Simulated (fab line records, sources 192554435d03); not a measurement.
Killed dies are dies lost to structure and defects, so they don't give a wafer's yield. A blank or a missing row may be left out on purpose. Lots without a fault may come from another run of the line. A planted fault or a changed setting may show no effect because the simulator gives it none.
Split-lot experiment | flow n5_finfet | 7 lots, 21 wafers read, on a route of 1938 steps

THE SPLIT
At N5_BEOL_M0_SAQP_PECVD_96 (deposits a-Si from SiH4/He, target thk 45 nm, time 45.2 s), the setting time_s was moved away from the recipe's 45.2 s on 8 of the 21 wafers read, by -13.1% to +5.0%. The other wafers ran this setting at the recipe's value.

FROM THE SPLIT TO THE READING: what the file shows between them, 15 steps
- N5_BEOL_M0_SAQP_PECVD_04: deposits a-Si from SiH4/He, target thk 60 nm, time 60.2 s (also split here: time_s)
- N5_BEOL_M0_SAQP_THK_MEAS_05
- N5_BEOL_M0_SAQP_HM_DEP_111: deposits SiO2 from SiH4/N2O, target thk 12 nm, time 7.2 s
- N5_BEOL_M0_SAQP_COAT_81: time 60 s, resist thk 100 nm
- N5_BEOL_M0_SAQP_HM_OPEN_112: chemistry CHF3/O2, target SiO2, stops on a-Si, target depth 12 nm, time 13.5 s
- N5_BEOL_M0_SAQP_STRIP_113: strips in CHF3/O2
- N5_BEOL_M0_SAQP_MANDREL_ETCH_20: etches a-Si in HBr/Cl2, stops on SiNx, target depth 60 nm, bt time 10 s, time 30 s
- N5_BEOL_M0_SAQP_STRIP_86: strips in N2/H2
- N5_BEOL_M0_SAQP_STRIP_115: strips in post etch residue remover, time 60 s
- N5_BEOL_M0_SAQP_RECESS_114: chemistry HF/NH3, target SiO2, target depth 14.4 nm, afs cycles 3, sublimation time 60 s
- N5_BEOL_M0_SAQP_SPACER1_ALD_98: deposits SiO2, target thk 12.8 nm, pulse time 1 s, purge time 2 s
- N5_BEOL_M0_SAQP_SPACER1_ETCHBACK_99: etches SiO2 in CHF3/O2, target depth 15.4 nm, time 7.7 s
- N5_BEOL_M0_SAQP_MANDREL1_REMOVE_100: chemistry HBr/Cl2/O2, target a-Si, stops on SiNx, bt time 10 s
- N5_BEOL_M0_SAQP_ETCH_101: etches SiNx in CH3F/O2, target depth 29.9 nm, time 42.7 s
- N5_BEOL_M0_SAQP_ETCH_102: etches SiO2 in CF4, target depth 4 nm, time 4.4 s

THE READING
oes_product_au, in a.u., at N5_BEOL_M0_SAQP_MANDREL_ETCH_103 (etches a-Si in HBr/Cl2, stops on SiCN, target depth 45 nm, bt time 10 s, time 27 s). Fault-free wafers of this fab line usually give 0.681 a.u., standard deviation 0.011 a.u..

wafer  | tool, chamber at the split | time_s as run, s | against the recipe | oes_product_au, a.u. | against lot-mates on the recipe
L078.3 | pecvd-03, 1,0,1            | 45.2             | recipe             | 0.682                | -
L078.4 | pecvd-03, 1,0,1            | 45.2             | recipe             | 0.676                | -
L078.5 | pecvd-03, 1,0,1            | 45.2             | recipe             | 0.685                | -
L079.1 | pecvd-01, 1                | 45.2             | recipe             | 0.674                | -
L079.4 | pecvd-01, 1                | 45.2             | recipe             | 0.673                | -
L079.6 | pecvd-01, 0                | 45.2             | recipe             | 0.679                | -
L082.2 | pecvd-04, 2                | 47.47            | +5.0%              | 0.715                | +0.031
L082.3 | pecvd-04, 0                | 45.2             | recipe             | 0.683                | -
L082.6 | pecvd-04, 1                | 45.2             | recipe             | 0.684                | -
L084.2 | pecvd-03, 2                | 45.2             | recipe             | 0.667                | -
L084.3 | pecvd-03, 1                | 45.2             | recipe             | 0.679                | -
L084.5 | pecvd-03, 1                | 39.27            | -13.1%             | 0.624                | -0.049
L085.2 | pecvd-04, 2                | 43.4             | -4.0%              | 0.658                | no lot-mate on the recipe
L085.3 | pecvd-04, 0                | 43.4             | -4.0%              | 0.675                | no lot-mate on the recipe
L085.6 | pecvd-04, 2                | 43.4             | -4.0%              | 0.662                | no lot-mate on the recipe
L090.1 | pecvd-03, 1                | 45.2             | recipe             | 0.673                | -
L090.2 | pecvd-03, 0                | 45.2             | recipe             | 0.670                | -
L090.4 | pecvd-03, 1                | 45.2             | recipe             | 0.664                | -
L092.2 | pecvd-04, 0                | 40.55            | -10.3%             | 0.657                | no lot-mate on the recipe
L092.5 | pecvd-04, 1,0              | 40.55            | -10.3%             | 0.662                | no lot-mate on the recipe
L092.6 | pecvd-04, 1,0              | 40.55            | -10.3%             | 0.646                | no lot-mate on the recipe
Where a row lists several chambers, the file gives one row for several wafers and doesn't say which wafer went through which chamber.

THE FIT
A straight line over all 21 wafers: oes_product_au changes by +0.00318 a.u. for each +1% of time_s; r = +0.85; the points scatter about the line by 0.0096 a.u..
The same after taking each lot's own level away (the mean of its wafers on the recipe; 15 wafers): +0.0041 a.u. for each +1%; r = +0.96; scatter 0.0048 a.u..
On that fit, the largest move of time_s shifts the reading by 0.054 a.u..
The lots' own levels span 0.6690 to 0.6835 a.u., that is 1.3 times the standard deviation above.
So the lot-to-lot level changes the slope: the two fits differ.
Check: with one of the wafers moved furthest among these (-13.1%) left out of the fit, the line predicts -0.0823 a.u. for it against its lot-mates. It came out at -0.049 a.u. against them.

OTHER SPLITS ON THESE WAFERS
These wafers also went through other splits before the reading. Each is held against what the fit with the lots' levels taken away leaves over:
other split on the same wafers        | wafers away from the commonest value | r with oes_product_au (lot level and that fit taken away)
N5_MOL_CONTACT_COAG_EXPOSE_81 dose_mj | 4                                    | +0.00
N5_BEOL_M0_SAQP_PECVD_04 time_s       | 7                                    | +0.02

THE WHOLE CHAIN: every reading that the file lists as answering this split, in the file's order
step                             | what it does                                                                       | reading                                                                               | change (the file's fit)                   | r (the file's)
N5_BEOL_M0_SAQP_PECVD_96         | deposits a-Si from SiH4/He, target thk 45 nm, time 45.2 s                          | a-Si_of_BEOL_M0_SAQP_PECVD_96.thk_nm (the simulator's own value, which no gauge read) | +0.373 nm for each +1% of the setting     | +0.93
N5_BEOL_M0_SAQP_MANDREL_ETCH_103 | etches a-Si in HBr/Cl2, stops on SiCN, target depth 45 nm, bt time 10 s, time 27 s | oes_product_au                                                                        | +0.00408 a.u. for each +1% of the setting | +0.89
N5_BEOL_M0_SAQP_MANDREL_ETCH_103 | etches a-Si in HBr/Cl2, stops on SiCN, target depth 45 nm, bt time 10 s, time 27 s | etch.depth_nm (the simulator's own value, which no gauge read)                        | +0.376 nm for each +1% of the setting     | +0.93

THE FILE'S OWN FIT
oes_product_au changes by +0.00408 a.u. for each +1% of time_s, r = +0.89.
